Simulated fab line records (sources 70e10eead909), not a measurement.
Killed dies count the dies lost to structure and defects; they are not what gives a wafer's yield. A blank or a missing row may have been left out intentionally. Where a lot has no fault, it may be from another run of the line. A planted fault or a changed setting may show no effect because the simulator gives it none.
Which tool is to blame? + flow nandHarc + Sampling: 13 lots, 39 wafers, 5 of 1159 route steps

WHAT THE GAUGES READ, wafer by wafer
NHARC_A_M1_CD_MEAS_09 targets a cd of 120 nm.
| lot  | measured     | on       | cdNm (nm)         |
|------|--------------|----------|-------------------|
| L325 | day 18 04:07 | cdSem-01 | 120.6 120.7 121.1 |
| L329 | day 18 04:51 | cdSem-03 | 119.6 120.7 120.9 |
| L330 | day 18 14:51 | cdSem-03 | 120.6 120.6 121.3 |
| L328 | day 19 10:15 | cdSem-03 | 120.7 119.5 120.1 |
| L332 | day 19 16:07 | cdSem-01 | 120.6 119.6 120.0 |
| L333 | day 20 08:27 | cdSem-03 | 121.1 121.4 120.7 |
| L334 | day 20 17:11 | cdSem-02 | 120.6 120.4 120.4 |
| L336 | day 20 20:08 | cdSem-01 | 119.9 121.7 121.3 |
| L343 | day 21 21:28 | cdSem-03 | 119.8 121.2 120.1 |
| L341 | day 21 21:37 | cdSem-03 | 120.5 120.8 121.4 |
| L345 | day 22 11:18 | cdSem-03 | 119.4 120.3 119.4 |
| L346 | day 22 20:13 | cdSem-02 | 120.6 119.9 119.1 |
| L347 | day 23 04:59 | cdSem-01 | 120.2 120.4 121.3 |

NHARC_END_SORT_01.
| lot  | measured     | on        | defectLimitedYield (%) | killedAtArray | killedAtOther | killedAtPeriphery | killedDies | killedOpen | killedShort | sort_bin_2_pct (%) | sort_bin_3_pct (%) | sort_bin_4_pct (%) | sortNPass   | sortRimYieldPct (%) | sortYieldPct (%) |
|------|--------------|-----------|------------------------|---------------|---------------|-------------------|------------|------------|-------------|--------------------|--------------------|--------------------|-------------|---------------------|------------------|
| L325 | day 19 19:31 | prober-02 | 95.6 95.1 95.0         | 30 32 28      | 0 0 0         | 0 1 6             | 30 33 34   | 2 3 3      | 0 2 4       | 1.0 1.8 1.6        | 0.44 0.44 0.44     | 3.0 2.7 3.0        | 647 644 643 | 99.1 98.1 97.2      | 95.6 95.1 95.0   |
| L329 | day 20 01:26 | prober-01 | 97.3 97.5 97.5         | 12 11 17      | 1 2 0         | 5 4 0             | 18 17 17   | 1 1 3      | 4 2 3       | 0.6 0.6 0.7        | 0 0.30 0.30        | 2.1 1.6 1.5        | 659 660 660 | 97.2 99.1 99.1      | 97.3 97.5 97.5   |
| L330 | day 20 04:56 | prober-02 | 96.6 97.6 98.1         | 15 12 9       | 1 0 1         | 7 4 3             | 23 16 13   | 3 3 2      | 4 1 2       | 0.7 0.4 0.1        | 0.30 0.15 0.30     | 2.4 1.8 1.5        | 654 661 664 | 100.0 98.1 99.1     | 96.6 97.6 98.1   |
| L328 | day 20 23:11 | prober-01 | 95.0 94.5 93.5         | 31 32 40      | 1 0 3         | 2 5 1             | 34 37 44   | 3 1 1      | 1 1 4       | 1.6 2.4 1.8        | 0.59 0.30 0.44     | 2.8 2.8 4.3        | 643 640 633 | 97.2 97.2 97.2      | 95.0 94.5 93.5   |
| L332 | day 21 07:01 | prober-02 | 95.7 95.3 94.7         | 27 29 34      | 1 2 0         | 1 1 2             | 29 32 36   | 2 2 4      | 4 2 2       | 1.0 1.6 1.6        | 0.44 0.30 0.15     | 2.8 2.8 3.5        | 648 645 641 | 97.2 99.1 95.3      | 95.7 95.3 94.7   |
| L333 | day 21 21:36 | prober-01 | 96.9 96.6 97.3         | 13 16 15      | 1 2 0         | 7 5 3             | 21 23 18   | 3 8 4      | 2 3 5       | 0.9 0.9 0.6        | 0 0 0.15           | 2.2 2.5 1.9        | 656 654 659 | 95.3 97.2 98.1      | 96.9 96.6 97.3   |
| L334 | day 22 07:52 | prober-02 | 95.6 95.7 95.1         | 30 29 30      | 0 0 0         | 0 0 3             | 30 29 33   | 0 2 5      | 0 4 3       | 1.8 1.6 1.8        | 0.44 0.15 0.44     | 2.2 2.5 2.7        | 647 648 644 | 99.1 97.2 99.1      | 95.6 95.7 95.1   |
| L336 | day 22 08:41 | prober-01 | 97.2 96.9 96.3         | 18 17 22      | 0 1 1         | 1 3 2             | 19 21 25   | 4 5 2      | 1 2 6       | 0.4 1.3 0.6        | 0.15 0.15 0        | 2.2 1.6 3.1        | 658 656 652 | 95.3 99.1 96.2      | 97.2 96.9 96.3   |
| L343 | day 23 20:13 | prober-02 | 93.1 91.4 91.3         | 44 54 57      | 1 0 0         | 2 4 2             | 47 58 59   | 3 7 9      | 3 1 1       | 3.1 3.8 1.6        | 0 0.30 0.30        | 3.8 4.4 6.8        | 630 619 618 | 99.1 96.2 95.3      | 93.1 91.4 91.3   |
| L341 | day 24 02:16 | prober-01 | 96.6 96.3 97.2         | 18 16 16      | 0 0 0         | 5 9 3             | 23 25 19   | 4 3 2      | 3 4 5       | 0.7 1.3 0.4        | 0.44 0.30 0.44     | 2.2 2.1 1.9        | 654 652 658 | 96.2 95.3 96.2      | 96.6 96.3 97.2   |
| L345 | day 24 03:07 | prober-02 | 94.2 94.5 96.9         | 35 33 20      | 0 0 0         | 4 4 1             | 39 37 21   | 3 2 0      | 3 2 0       | 1.6 1.3 1.5        | 0.30 0.15 0.30     | 3.8 4.0 1.3        | 638 640 656 | 98.1 98.1 99.1      | 94.2 94.5 96.9   |
| L346 | day 24 10:02 | prober-01 | 94.2 95.1 93.9         | 33 28 34      | 0 0 0         | 6 5 7             | 39 33 41   | 4 0 2      | 1 0 2       | 0.9 1.5 1.8        | 0.15 0 0           | 4.7 3.4 4.3        | 638 644 636 | 95.3 98.1 94.3      | 94.2 95.1 93.9   |
| L347 | day 24 14:40 | prober-02 | 93.9 92.6 93.6         | 35 44 34      | 1 1 6         | 5 5 3             | 41 50 43   | 6 4 2      | 3 3 0       | 1.9 3.2 2.2        | 0.30 0.44 0        | 3.8 3.7 4.1        | 636 627 634 | 98.1 92.5 98.1      | 93.9 92.6 93.6   |

EACH LOT AND THE TOOL THAT RAN IT (in order: tool; ch and the chambers of the sampled wafers; start)
| lot  | NHARC_A_M1_ANNEAL_31            | NHARC_A_M1_DEP_33               | NHARC_A_BONDPAD_CMP_29        |
|------|---------------------------------|---------------------------------|-------------------------------|
| L325 | rtpAnneal-01 ch 0, day 18 06:40 | pecvd-04 ch 0,2, day 18 08:21   | cmp-01 ch 1,2,3, day 18 09:25 |
| L329 | rtpAnneal-01 ch 0, day 18 07:02 | pecvd-02 ch 1,2, day 18 08:18   | cmp-02 ch 1,3, day 18 09:25   |
| L330 | rtpAnneal-02 ch 0, day 18 16:52 | pecvd-04 ch 1,2, day 18 17:55   | cmp-02 ch 0,3, day 18 19:03   |
| L328 | rtpAnneal-02 ch 0, day 19 12:17 | pecvd-04 ch 0,1,2, day 19 13:15 | cmp-03 ch 0,2,3, day 19 14:13 |
| L332 | rtpAnneal-02 ch 0, day 19 18:08 | pecvd-02 ch 0,1, day 19 19:06   | cmp-01 ch 0,1, day 19 20:04   |
| L333 | rtpAnneal-02 ch 0, day 20 10:56 | pecvd-04 ch 1,2, day 20 11:57   | cmp-03 ch 0,3, day 20 13:03   |
| L334 | rtpAnneal-01 ch 0, day 20 19:14 | pecvd-02 ch 0,2, day 20 20:15   | cmp-02 ch 0,1, day 20 21:13   |
| L336 | rtpAnneal-02 ch 0, day 20 22:20 | pecvd-02 ch 1,2, day 20 23:16   | cmp-01 ch 0,3, day 21 00:13   |
| L343 | rtpAnneal-02 ch 0, day 21 23:37 | pecvd-04 ch 0,1,2, day 22 00:29 | cmp-02 ch 1,2,3, day 22 01:34 |
| L341 | rtpAnneal-02 ch 0, day 21 23:50 | pecvd-04 ch 0,2, day 22 00:50   | cmp-03 ch 0,1,3, day 22 01:49 |
| L345 | rtpAnneal-01 ch 0, day 22 13:18 | pecvd-04 ch 0,2, day 22 14:13   | cmp-02 ch 0,1,3, day 22 15:19 |
| L346 | rtpAnneal-01 ch 0, day 22 22:11 | pecvd-02 ch 0,2, day 23 00:07   | cmp-01 ch 0,2,3, day 23 01:04 |
| L347 | rtpAnneal-02 ch 0, day 23 07:02 | pecvd-04 ch 0,1, day 23 07:58   | cmp-01 ch 1,2, day 23 08:56   |
- NHARC_A_M1_ANNEAL_31: time 90 s.
- NHARC_A_M1_DEP_33: deposits SiCN, target thk 30 nm.
- NHARC_A_BONDPAD_CMP_29: polishes SiCN, target thk 200 nm.

WHAT THE TOOLS THEMSELVES READ (means of the sampled wafers that have a number; where no wafer has one, the mark that the record gives instead)
NHARC_A_M1_ANNEAL_31.
| lot  | tool         | wafer_temp_C_max |
|------|--------------|------------------|
| L325 | rtpAnneal-01 | 226.16           |
| L329 | rtpAnneal-01 | 226.24           |
| L330 | rtpAnneal-02 | 226.21           |
| L328 | rtpAnneal-02 | 226.16           |
| L332 | rtpAnneal-02 | 226.00           |
| L333 | rtpAnneal-02 | 226.17           |
| L334 | rtpAnneal-01 | 225.79           |
| L336 | rtpAnneal-02 | 226.23           |
| L343 | rtpAnneal-02 | 226.02           |
| L341 | rtpAnneal-02 | 225.97           |
| L345 | rtpAnneal-01 | 226.42           |
| L346 | rtpAnneal-01 | 225.94           |
| L347 | rtpAnneal-02 | 225.95           |

NHARC_A_M1_DEP_33.
| lot  | tool     | chamberPressureTorr (Torr) | heaterPowerOuterW (W) | heaterPowerW (W) |
|------|----------|----------------------------|-----------------------|------------------|
| L325 | pecvd-04 | 2.999                      | 295                   | 513              |
| L329 | pecvd-02 | 3.002                      | 295                   | 477              |
| L330 | pecvd-04 | 2.997                      | 382                   | 636              |
| L328 | pecvd-04 | 2.998                      | 336                   | 592              |
| L332 | pecvd-02 | 3.002                      | 299                   | 492              |
| L333 | pecvd-04 | 3.000                      | 329                   | 576              |
| L334 | pecvd-02 | 3.004                      | 287                   | 494              |
| L336 | pecvd-02 | 3.005                      | 266                   | 445              |
| L343 | pecvd-04 | -                          | -                     | -                |
| L341 | pecvd-04 | -                          | -                     | -                |
| L345 | pecvd-04 | 2.991                      | 305                   | 534              |
| L346 | pecvd-02 | 3.005                      | 290                   | 503              |
| L347 | pecvd-04 | 2.999                      | 365                   | 618              |

NHARC_A_BONDPAD_CMP_29.
| lot  | tool   | edgeZonePressureFrac | motorCurrentA (A) |
|------|--------|----------------------|-------------------|
| L325 | cmp-01 | 1.000                | 12.1              |
| L329 | cmp-02 | 0.999                | 11.3              |
| L330 | cmp-02 | 0.999                | 11.1              |
| L328 | cmp-03 | 1.002                | 11.7              |
| L332 | cmp-01 | 1.001                | 13.2              |
| L333 | cmp-03 | 1.005                | 12.1              |
| L334 | cmp-02 | 1.001                | 11.3              |
| L336 | cmp-01 | 0.997                | 12.4              |
| L343 | cmp-02 | 1.005                | 11.3              |
| L341 | cmp-03 | 1.002                | 11.2              |
| L345 | cmp-02 | 0.996                | 11.2              |
| L346 | cmp-01 | 0.997                | 12.8              |
| L347 | cmp-01 | 0.998                | 13.4              |

THE ANSWER, worked out from the rows above alone
Rule: what is usual is taken from the lots themselves. Put in order of their means at a reading, lots are off if they are a third of the lots or fewer, leave a main group of 4 or more, and stand apart from it by a gap of 3 or more times the standard deviation of the main group's means; of several such gaps the widest counts. A main group is skipped when, at the precision printed for the reading in the tables above, its means are all equal. A lot without any number at a reading at which 4 lots or more have one is off too. All remaining lots with rows at the step are treated as sound. The gauges are gone through in route order, then the tools' own readings, and for those a lot's mean is taken as printed above. The first step at which some lot is off is used, and at that step the reading that is off furthest; a lot without a number counts as furthest.
Off at NHARC_A_M1_DEP_33 (chamberPressureTorr): L343, L341. Without a number there: L343, L341. The main group: mean 3.000 Torr, standard deviation 0.0039.
If a tool, at that step or one of the process steps before it, ran each lot that is off and ran no sound lot following the first of them, it fits. No candidate that was tried fits.

WHAT THE SIMULATOR HAD INSERTED
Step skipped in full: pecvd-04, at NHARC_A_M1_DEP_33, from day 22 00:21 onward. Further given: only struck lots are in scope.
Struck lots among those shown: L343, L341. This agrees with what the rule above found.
